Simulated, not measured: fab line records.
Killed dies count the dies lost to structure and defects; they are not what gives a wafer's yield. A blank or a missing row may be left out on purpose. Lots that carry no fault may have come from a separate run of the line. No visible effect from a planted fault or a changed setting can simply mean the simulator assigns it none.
Which tool was responsible? / flow n5-finfet / 12 lots, 36 wafers sampled, at 4 steps of a route of 1938

WHAT THE GAUGES READ, wafer by wafer
N5_BEOL_M3_THK_MEAS_53: measures by xrf.
lot=L075; measured=day 7 13:14; on=film-metro-01; M3_THK (nm)=41.3 41.3 41.3
lot=L077; measured=day 8 02:36; on=film-metro-02; M3_THK (nm)=38.9 38.9 39.1
lot=L079; measured=day 8 14:30; on=film-metro-01; M3_THK (nm)=40.4 41.3 40.9
lot=L081; measured=day 9 06:58; on=film-metro-02; M3_THK (nm)=35.2 36.6 40.3
lot=L083; measured=day 9 15:19; on=film-metro-02; M3_THK (nm)=39.6 40.6 41.6
lot=L085; measured=day 10 07:14; on=film-metro-02; M3_THK (nm)=38.7 39.3 39.4
lot=L087; measured=day 10 16:23; on=film-metro-02; M3_THK (nm)=39.7 42.3 41.7
lot=L088; measured=day 11 06:24; on=film-metro-02; M3_THK (nm)=38.1 40.4 40.3
lot=L093; measured=day 12 01:48; on=film-metro-02; M3_THK (nm)=39.6 41.0 41.3
lot=L092; measured=day 12 04:33; on=film-metro-02; M3_THK (nm)=38.9 39.6 42.3
lot=L095; measured=day 12 11:27; on=film-metro-02; M3_THK (nm)=38.7 40.7 40.6
lot=L097; measured=day 13 21:43; on=film-metro-02; M3_THK (nm)=38.6 39.2 38.2

WHAT TOOL EACH LOT RAN ON (gives the tool, then ch and the chambers of the sampled wafers, and finally the start)
lot=L075; N5_BEOL_M3_ALD_98=ald-sin-04 ch 0,1, day 7 05:52; N5_BEOL_M3_ANNEAL_80=pvd-sputter-03, day 7 08:16; N5_BEOL_M3_ANNEAL_89=pvd-sputter-03, day 7 08:56
lot=L077; N5_BEOL_M3_ALD_98=ald-sin-04 ch 0,2, day 7 18:49; N5_BEOL_M3_ANNEAL_80=pvd-sputter-02, day 7 20:43; N5_BEOL_M3_ANNEAL_89=pvd-sputter-02, day 7 21:22
lot=L079; N5_BEOL_M3_ALD_98=ald-sin-01 ch 1,2,3, day 8 06:43; N5_BEOL_M3_ANNEAL_80=pvd-sputter-03, day 8 09:26; N5_BEOL_M3_ANNEAL_89=pvd-sputter-03, day 8 10:05
lot=L081; N5_BEOL_M3_ALD_98=ald-sin-01 ch 0,2,3, day 8 23:45; N5_BEOL_M3_ANNEAL_80=pvd-sputter-01, day 9 01:46; N5_BEOL_M3_ANNEAL_89=pvd-sputter-01, day 9 02:25
lot=L083; N5_BEOL_M3_ALD_98=ald-sin-03 ch 1,2,3, day 9 08:29; N5_BEOL_M3_ANNEAL_80=pvd-sputter-03, day 9 10:42; N5_BEOL_M3_ANNEAL_89=pvd-sputter-03, day 9 11:22
lot=L085; N5_BEOL_M3_ALD_98=ald-sin-01 ch 0,3, day 9 23:49; N5_BEOL_M3_ANNEAL_80=pvd-sputter-01, day 10 02:25; N5_BEOL_M3_ANNEAL_89=pvd-sputter-01, day 10 03:04
lot=L087; N5_BEOL_M3_ALD_98=ald-sin-04 ch 1,2,3, day 10 07:34; N5_BEOL_M3_ANNEAL_80=pvd-sputter-03, day 10 12:33; N5_BEOL_M3_ANNEAL_89=pvd-sputter-03, day 10 13:13
lot=L088; N5_BEOL_M3_ALD_98=ald-sin-04 ch 0,1,3, day 11 02:30; N5_BEOL_M3_ANNEAL_80=pvd-sputter-01, day 11 04:09; N5_BEOL_M3_ANNEAL_89=pvd-sputter-01, day 11 04:49
lot=L093; N5_BEOL_M3_ALD_98=ald-sin-03 ch 0,1,2, day 11 17:41; N5_BEOL_M3_ANNEAL_80=pvd-sputter-02, day 11 20:31; N5_BEOL_M3_ANNEAL_89=pvd-sputter-02, day 11 21:11
lot=L092; N5_BEOL_M3_ALD_98=ald-sin-03 ch 1,2,3, day 11 23:20; N5_BEOL_M3_ANNEAL_80=pvd-sputter-03, day 12 02:18; N5_BEOL_M3_ANNEAL_89=pvd-sputter-03, day 12 02:58
lot=L095; N5_BEOL_M3_ALD_98=ald-sin-04 ch 0,1,3, day 12 04:17; N5_BEOL_M3_ANNEAL_80=pvd-sputter-02, day 12 09:10; N5_BEOL_M3_ANNEAL_89=pvd-sputter-02, day 12 09:50
lot=L097; N5_BEOL_M3_ALD_98=ald-sin-04 ch 0,1,2, day 13 16:45; N5_BEOL_M3_ANNEAL_80=pvd-sputter-02, day 13 19:28; N5_BEOL_M3_ANNEAL_89=pvd-sputter-02, day 13 20:07
- N5_BEOL_M3_ALD_98: deposits SiO2, target thk 2.5 nm, pulse time 1 s, co reactant pulse time 1 s.
- N5_BEOL_M3_ANNEAL_80: time 240 s.
- N5_BEOL_M3_ANNEAL_89: time 240 s.

THE ANSWER, worked out from the rows above alone
Rule: the usual values come from the lots themselves. Put in order of their means at a reading, lots are off if they are a third of the lots or fewer, leave a main group of 4 or more, and stand apart from it by a gap of 3 or more times the standard deviation of the main group's means; of several such gaps the widest counts. Not used: any main group whose means are identical at the precision the tables above print for the reading. Also off: a lot with no number at a reading for which 4 or more lots have one. Where the step has rows for the other lots, those lots are counted as sound.
No lot is off at any reading shown: from this, nothing can be told.

WHAT THE SIMULATOR HAD PUT IN
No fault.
